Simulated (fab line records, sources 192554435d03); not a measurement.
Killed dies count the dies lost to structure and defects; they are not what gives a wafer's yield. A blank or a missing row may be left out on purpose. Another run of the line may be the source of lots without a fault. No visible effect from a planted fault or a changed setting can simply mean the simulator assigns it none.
Comparing a struck lot with a sound one    flow n5Finfet    27 out of 1938 route steps
Sound: the wafers L819.2, L819.3, L819.4. Struck: wafers L832.2, L832.6. The cause is given at the end.
Order at every step that has rows: each side's tool, ch and its chambers, its first start. Under that, the readings that differ: sound wafers    struck wafers    difference of the means    sigmas: that difference in standard deviations of wafers without a fault.
alike: words and numbers the same on both sides, and readings whose means are apart by under 2 such deviations; not compared: readings that were withheld, readings missing a value for some wafer, numbers with overlapping values and no deviation given by the record, and bounds like >300 which may hide the same value.
The two part at a step that has a row with sigmas, a row that says differs or no value, or rows on one side only. Numbers that don't overlap but have no deviation are shown without sigmas and don't part them. Lack of a reading on every wafer of one side parts them only where that side has two or more wafers.

first, 3 steps without rows for these wafers: N5_BEOL_M0_WET_ETCH_106 (etches SiO2 in DHF, target depth 130 nm, rinse time 30 s); N5_BEOL_M0_ETCH_128 (etches SiCN in CF4/N2, target depth 12 nm, overetch 5.1 nm, time 21.4 s); N5_BEOL_M0_TRENCH_ETCH_107 (etches SiOC in C4F6/O2, target depth 32.8 nm, time 16.4 s).
N5_BEOL_M0_STRIP_142: strips in N2/H2, time 10 s.
  sound on rieDiel-04 ch 0,1, day 6 16:57; struck on rieDiel-06 ch 2,3, day 10 02:51
  alike: drypumpMotorCurrentA, oesProductAu, rfVppV, showerheadPlenumPTorr, throttleValvePct
  not compared: rfHoursCounterH
N5_BEOL_M0_OCD_MEAS_108:
  sound on ocd-02 at day 6 17:02; struck on ocd-02 at day 10 02:56
  alike: trenchDepthNm
then, 6 steps without rows for these wafers: N5_BEOL_M0_HM_STRIP_129 (strips TiN in peroxide tin strip, target depth 17 nm, time 108 s); N5_BEOL_M0_SRD_130 (time 30 s); N5_BEOL_M0_ETCH_109 (etches SiCN in CH3F/O2, target depth 8 nm, overetch 2.4 nm, time 27.4 s); N5_BEOL_M0_STRIP_139 (strips in post etch residue remover, time 60 s); N5_BEOL_M0_SRD_111 (time 30 s); N5_BEOL_M0_DEGAS_112 (time 60 s).
N5_BEOL_M0_PRE_CLEAN_113: time 30 s.
  sound on pvdSputter-02 at day 6 18:56; struck on pvdSputter-01 at day 10 03:16
  alike: heaterPowerW
N5_BEOL_M0_ALD_136: deposits TaN, pulse time 2 s, purge time 3 s, co reactant purge time 2 s.
  sound on aldMetal-03 ch 1,2,3, day 6 18:59; struck on aldMetal-03 ch 1,3, day 10 03:20
reading    sound     struck  difference  sigmas
aldCycles  30 30 30  37 37   +7          
  alike: heaterPowerW, precursorVesselCarrierSccm
  not compared: model.TaN_of_BEOL_M0_ALD_136.thkNm
then, 3 steps without rows for these wafers: N5_BEOL_M0_SURFACE_TREAT_137; N5_BEOL_M0_CVD_115 (deposits Co from CCTBA/H2, time 120 s); N5_BEOL_M0_SPUTTER_116 (material Cu, target thk 4 nm, time 7.37 s).
N5_BEOL_M0_ANNEAL_117: time 60 s.
  sound on pvdSputter-01 at day 6 20:08; struck on pvdSputter-01 at day 10 05:32
  alike: heaterPowerW
N5_BEOL_M0_SPUTTER_132: material Cu, target thk 4 nm, time 7.37 s.
  sound on pvdSputter-01 at day 6 20:11; struck on pvdSputter-01 at day 10 05:34
  alike: throttleValvePct
N5_BEOL_M0_ANNEAL_133: time 60 s.
  sound on pvdSputter-01 at day 6 20:16; struck on pvdSputter-01 at day 10 05:39
  alike: heaterPowerW
then, 5 steps without rows for these wafers: N5_BEOL_M0_SPUTTER_134 (material Cu, target thk 4 nm, time 7.37 s); N5_BEOL_M0_ANNEAL_135 (time 60 s); N5_BEOL_M0_SPUTTER_141 (material Cu, target thk 4 nm, time 7.37 s); N5_BEOL_M0_ECD_118 (material Cu, target thk 300 nm); N5_BEOL_M0_ANNEAL_119 (time 90 s).
N5_BEOL_M0_CMP_120: polishes, stops on SiOC, t overpolish 6.9 s.
  sound on cmp-01 ch 0,2,3, day 6 21:10; struck on cmp-04 ch 0,2, day 10 06:48
reading                    sound           struck     difference  sigmas
barrierFieldEndpointS (s)  3.66 3.50 3.65  3.86 3.91  +0.28       +2
  alike: motorCurrentA, slurryFlowMlMin
N5_BEOL_M4_RC_MEAS_101:
  sound on prober-01 ch 0, day 9 13:08; struck on prober-02 ch 0, day 11 21:08
reading         sound           struck     difference  sigmas
DIBL_P (mV/V)   32.8 34.8 31.9  39.5 36.9  +5.0        +2
IOFF_P (nA/um)  0.18 0.20 0.17  0.29 0.23  +0.08       +2
ION_P (uA/um)   448 459 457     476 470    +18         +2
SS_P (mV/dec)   72.5 73.5 72.4  74.8 74.3  +1.8        +3
  alike: DIBL_N, IOFF_N, ION_N, SS_N, VT_N, VT_P
N5_PASSIVATION_PROBE_49:
  rows exist in the record for the sound wafers here (prober-02, day 14 10:20), none for the struck ones

== WHERE THEY PART ==
Last at N5_PASSIVATION_PROBE_49 as far as this record goes, first at N5_BEOL_M0_CMP_120.

WHY: what had been put in by the simulator
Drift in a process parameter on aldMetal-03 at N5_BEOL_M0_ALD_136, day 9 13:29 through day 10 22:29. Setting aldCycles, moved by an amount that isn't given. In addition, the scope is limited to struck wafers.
